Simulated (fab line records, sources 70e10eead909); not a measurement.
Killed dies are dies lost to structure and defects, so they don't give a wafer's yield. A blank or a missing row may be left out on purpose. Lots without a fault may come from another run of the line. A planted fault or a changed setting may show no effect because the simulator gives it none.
Which tool did it? | flow nand_harc | 11 lots, 33 wafers sampled, at 6 steps of a route of 1159

WHAT THE GAUGES READ, wafer by wafer
NHARC_P_GATE_CD_MEAS_46: target cd 720 nm. Usual: cd_nm 719.6 nm, standard deviation 2.1.
lot  | measured     | on        | cd_nm (nm)        | flag
L571 | day 5 18:50  | cd_sem-02 | 718.7 719.6 721.6 |
L573 | day 6 02:32  | cd_sem-03 | 717.2 719.0 723.3 |
L574 | day 6 10:34  | cd_sem-01 | 719.4 719.1 718.4 |
L576 | day 7 01:35  | cd_sem-03 | 716.9 716.9 721.1 |
L578 | day 7 10:25  | cd_sem-01 | 718.9 721.1 717.8 |
L583 | day 8 08:37  | cd_sem-03 | 721.3 718.2 719.9 |
L582 | day 8 10:17  | cd_sem-03 | 721.8 719.7 717.7 |
L580 | day 8 14:58  | cd_sem-01 | 720.7 720.8 720.6 |
L584 | day 8 21:13  | cd_sem-03 | 718.8 720.2 723.1 |
L585 | day 9 06:00  | cd_sem-02 | 722.3 720.4 717.9 |
L590 | day 10 13:49 | cd_sem-03 | 718.9 718.3 717.5 |

NHARC_P_GATE_INSPECT_68. Usual: raw_defect_count 209, standard deviation 78.
lot  | measured     | on                | raw_defect_count | flag
L571 | day 6 01:11  | defect_inspect-02 | 229 180 128      |
L573 | day 6 09:04  | defect_inspect-02 | 130 146 91       |
L574 | day 6 16:59  | defect_inspect-01 | 165 139 138      |
L576 | day 7 08:20  | defect_inspect-02 | 264 448 273      |
L578 | day 7 17:07  | defect_inspect-01 | 158 192 100      |
L583 | day 8 15:20  | defect_inspect-02 | 201 161 274      |
L582 | day 8 16:46  | defect_inspect-02 | 313 143 219      |
L580 | day 8 21:31  | defect_inspect-02 | 709 598 690      | OFF
L584 | day 9 03:38  | defect_inspect-02 | 545 552 594      | OFF
L585 | day 9 13:02  | defect_inspect-02 | 468 522 596      | OFF
L590 | day 10 20:31 | defect_inspect-01 | 299 162 268      |

NHARC_END_SORT_01. Usual: killed_at_array 29, standard deviation 10; killed_at_other 0.7, standard deviation 1; killed_at_periphery 3.7, standard deviation 2.6; killed_dies 33, standard deviation 10; killed_open 3.4, standard deviation 1.8; killed_short 1.8, standard deviation 1.3.
lot  | measured     | on        | killed_at_array | killed_at_other | killed_at_periphery | killed_dies | killed_open | killed_short | flag
L580 | day 22 03:57 | prober-02 | 28 34 28        | 3 2 0           | 36 42 38            | 67 78 66    | 3 6 5       | 2 1 5        | OFF
L584 | day 23 17:18 | prober-01 | 44 37 42        | 4 0 1           | 36 40 40            | 84 77 83    | 5 3 3       | 0 0 1        | OFF
L585 | day 23 07:53 | prober-01 | 16 27 23        | 0 0 0           | 43 44 41            | 59 71 64    | 1 7 2       | 1 5 2        | OFF

WHICH TOOL RAN EACH LOT (tool, then ch and the chambers of the sampled wafers, then the start)
lot  | NHARC_P_GATE_ETCHBACK_37                      | NHARC_P_GATE_STRIP_76                | NHARC_P_CONTACT_ETCH_36
L571 | rie_diel-05 ch 0,2,3, day 5 18:50 or earlier  | plasma_asher-01 ch 0,1, day 5 21:20  | rie_diel-03 ch 0,1,3, no start
L573 | rie_diel-08 ch 0,2,3, day 6 02:32 or earlier  | plasma_asher-01 ch 0, day 6 05:13    | rie_diel-13 ch 0,2, no start
L574 | rie_diel-05 ch 0,1,2, day 6 10:34 or earlier  | plasma_asher-01 ch 0,1, day 6 13:08  | rie_diel-13 ch 0,1,3, no start
L576 | rie_diel-05 ch 0,3, day 7 01:35 or earlier    | plasma_asher-02 ch 0,1, day 7 04:10  | rie_diel-13 ch 1,2,3, no start
L578 | rie_diel-05 ch 0,2,3, day 7 10:25 or earlier  | plasma_asher-02 ch 0,1, day 7 12:59  | rie_diel-03 ch 1,2, no start
L583 | rie_diel-08 ch 1,2,3, day 8 08:37 or earlier  | plasma_asher-02 ch 0, day 8 11:17    | rie_diel-13 ch 0,1,3, no start
L582 | rie_diel-05 ch 0,2,3, day 8 10:17 or earlier  | plasma_asher-01 ch 1, day 8 12:53    | rie_diel-03 ch 0,1, no start
L580 | rie_diel-12 ch 1,2,3, day 8 14:58 or earlier  | plasma_asher-01 ch 1, day 8 17:37    | rie_diel-13 ch 0,1,3, day 22 03:57 or earlier
L584 | rie_diel-05 ch 0,1,3, day 8 21:13 or earlier  | plasma_asher-01 ch 0,1, day 8 23:40  | rie_diel-13 ch 2,3, day 23 17:18 or earlier
L585 | rie_diel-12 ch 0,1,3, day 9 06:00 or earlier  | plasma_asher-01 ch 0,1, day 9 09:01  | rie_diel-13 ch 0,1,3, day 23 07:53 or earlier
L590 | rie_diel-12 ch 0,1,3, day 10 13:49 or earlier | plasma_asher-02 ch 0,1, day 10 16:28 | rie_diel-03 ch 0,3, day 10 22:46
- NHARC_P_GATE_ETCHBACK_37: etches the open film in CHF3/O2, target depth 34.5 nm, time 17.2 s.
- NHARC_P_GATE_STRIP_76: strips in O2.
- NHARC_P_CONTACT_ETCH_36: etches the open film in N2/H2, target depth 260 nm, time 406.25 s.

WHAT THE TOOLS THEMSELVES READ (means of the sampled wafers that have a number; where no wafer has one, the mark that the record gives instead)
NHARC_P_GATE_ETCHBACK_37. Usual: chamber_pressure_mTorr 24.997 mTorr, standard deviation 0.023; drypump_motor_current_A 5.9 A, standard deviation 0.52; mfc_ar_sccm 200.0 sccm, standard deviation 0.58; oes_product_au 0.96 a.u., standard deviation 0.038; rf_vpp_V 369.2 V, standard deviation 1.8; showerhead_plenum_p_Torr 2.33 Torr, standard deviation 0.071; throttle_valve_pct 20.572 %, standard deviation 0.0083.
lot  | tool        | chamber_pressure_mTorr (mTorr) | drypump_motor_current_A (A) | mfc_ar_sccm (sccm) | oes_product_au (a.u.) | rf_vpp_V (V) | showerhead_plenum_p_Torr (Torr) | throttle_valve_pct (%) | flag
L571 | rie_diel-05 | 25.004                         | 5.7                         | 200.5              | 0.92                  | 367.9        | 2.29                            | 20.566                 |
L573 | rie_diel-08 | 25.004                         | 5.9                         | 200.0              | 1.00                  | 368.4        | 2.31                            | 20.575                 |
L574 | rie_diel-05 | 25.006                         | 6.1                         | 200.1              | 0.95                  | 368.1        | 2.29                            | 20.572                 |
L576 | rie_diel-05 | 25.018                         | 5.5                         | 200.4              | 0.93                  | 368.9        | 2.30                            | 20.562                 |
L578 | rie_diel-05 | 25.004                         | 5.7                         | 200.3              | 0.93                  | 368.0        | 2.28                            | 20.568                 |
L583 | rie_diel-08 | 24.995                         | 6.2                         | 200.0              | 0.92                  | 368.8        | 2.30                            | 20.578                 |
L582 | rie_diel-05 | 24.993                         | 5.7                         | 200.1              | 1.01                  | 370.8        | 2.41                            | 20.580                 |
L580 | rie_diel-12 | 25.001                         | 5.9                         | 200.2              | 0.93                  | 369.5        | 2.35                            | 20.566                 |
L584 | rie_diel-05 | 25.005                         | 5.6                         | 199.7              | 1.02                  | 369.0        | 2.32                            | 20.569                 |
L585 | rie_diel-12 | 24.978                         | 6.3                         | 200.1              | 0.93                  | 368.9        | 2.33                            | 20.579                 |
L590 | rie_diel-12 | 24.993                         | 6.3                         | 199.5              | 0.93                  | 368.5        | 2.33                            | 20.569                 |

NHARC_P_GATE_STRIP_76. Usual: drypump_motor_current_A 5.67 A, standard deviation 0.27; heater_power_w 318 W, standard deviation 17; temp_c 250.02 C, standard deviation 0.18.
lot  | tool            | drypump_motor_current_A (A) | heater_power_w (W) | temp_c (C) | flag
L571 | plasma_asher-01 | 5.45                        | 330                | 250.22     |
L573 | plasma_asher-01 | 5.40                        | 340                | 250.03     |
L574 | plasma_asher-01 | 5.43                        | 330                | 250.05     |
L576 | plasma_asher-02 | 5.84                        | 300                | 250.08     |
L578 | plasma_asher-02 | 5.85                        | 299                | 249.86     |
L583 | plasma_asher-02 | 5.72                        | 292                | 249.93     |
L582 | plasma_asher-01 | 5.51                        | 314                | 250.09     |
L580 | plasma_asher-01 | 5.49                        | 309                | 250.27     |
L584 | plasma_asher-01 | 5.47                        | 322                | 249.80     |
L585 | plasma_asher-01 | 5.49                        | 322                | 250.05     |
L590 | plasma_asher-02 | 5.96                        | 324                | 250.07     |

NHARC_P_CONTACT_ETCH_36. Usual: chamber_pressure_mTorr 30.001 mTorr, standard deviation 0.028; drypump_motor_current_A 5.8 A, standard deviation 0.42; mfc_ar_sccm 0.009 sccm, standard deviation 0.0092; oes_product_au 1.001 a.u., standard deviation 0.012; rf_vpp_V 430.2 V, standard deviation 2.8; showerhead_plenum_p_Torr 2.03 Torr, standard deviation 0.099; throttle_valve_pct 14.171 %, standard deviation 0.01.
lot  | tool        | chamber_pressure_mTorr (mTorr) | drypump_motor_current_A (A) | mfc_ar_sccm (sccm) | oes_product_au (a.u.) | rf_vpp_V (V) | showerhead_plenum_p_Torr (Torr) | throttle_valve_pct (%) | flag
L571 | rie_diel-03 | 30.024                         | 5.5                         | 0.002              | 1.002                 | 430.6        | 2.06                            | 14.168                 |
L573 | rie_diel-13 | 30.010                         | 6.2                         | 0.014              | 1.004                 | 425.8        | 1.90                            | 14.168                 |
L574 | rie_diel-13 | 29.993                         | 6.0                         | 0.014              | 1.001                 | 430.6        | 2.03                            | 14.167                 |
L576 | rie_diel-13 | 30.000                         | 6.2                         | 0.008              | 1.009                 | 429.9        | 2.04                            | 14.169                 |
L578 | rie_diel-03 | 30.005                         | 5.2                         | 0.007              | 0.986                 | 430.9        | 2.05                            | 14.162                 |
L583 | rie_diel-13 | 29.980                         | 6.0                         | 0.014              | 1.009                 | 429.8        | 2.02                            | 14.176                 |
L582 | rie_diel-03 | 30.026                         | 5.6                         | 0.003              | 1.005                 | 432.0        | 2.09                            | 14.176                 |
L580 | rie_diel-13 | 30.012                         | 6.1                         | 0.014              | 1.002                 | 430.1        | 2.02                            | 14.176                 |
L584 | rie_diel-13 | 30.029                         | 6.3                         | 0.007              | 1.000                 | 427.5        | 1.94                            | 14.174                 |
L585 | rie_diel-13 | 29.979                         | 6.1                         | 0.014              | 1.002                 | 430.5        | 2.02                            | 14.172                 |
L590 | rie_diel-03 | 30.010                         | 5.7                         | 0.002              | 1.005                 | 430.7        | 2.05                            | 14.168                 |

THE ANSWER, worked out from the rows above alone
Rule: a lot is off if the mean of its wafers that have a number lies more than 3 standard deviations from the usual mean. A lot without any number at a reading at which 4 lots or more have one is off too. The other lots that the step has rows for count as sound. The gauges are gone through in route order, then the tools' own readings, and for those a lot's mean is taken as printed above. The first step at which some lot is off is used, and at that step the reading that is off furthest; a lot without a number counts as furthest.
Off: L580, L584, L585, at NHARC_P_GATE_INSPECT_68 (raw_defect_count).
A tool fits if, at a process step before that reading, it ran every lot that is off, and no sound lot after the first of them. The gauges at NHARC_P_GATE_INSPECT_68 aren't tried: what is off there is off at NHARC_END_SORT_01 too, on other tools, and a gauge's error can't cause that. NHARC_P_GATE_ETCHBACK_37 gives no start for some lots, so the hours and the order of its lots are those of NHARC_P_GATE_CD_MEAS_46. One fits: plasma_asher-01 at NHARC_P_GATE_STRIP_76. Its last sound lot is L582 (day 8 12:53), its first lot that is off L580 (day 8 17:37): a fault that began between those two fits.

WHAT THE SIMULATOR HAD PUT IN
Chamber particle source: plasma_asher-01, from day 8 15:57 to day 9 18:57, at NHARC_P_GATE_STRIP_76. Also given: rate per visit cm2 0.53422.
Lots struck among those shown: L580, L584, L585. The rule above found the same.
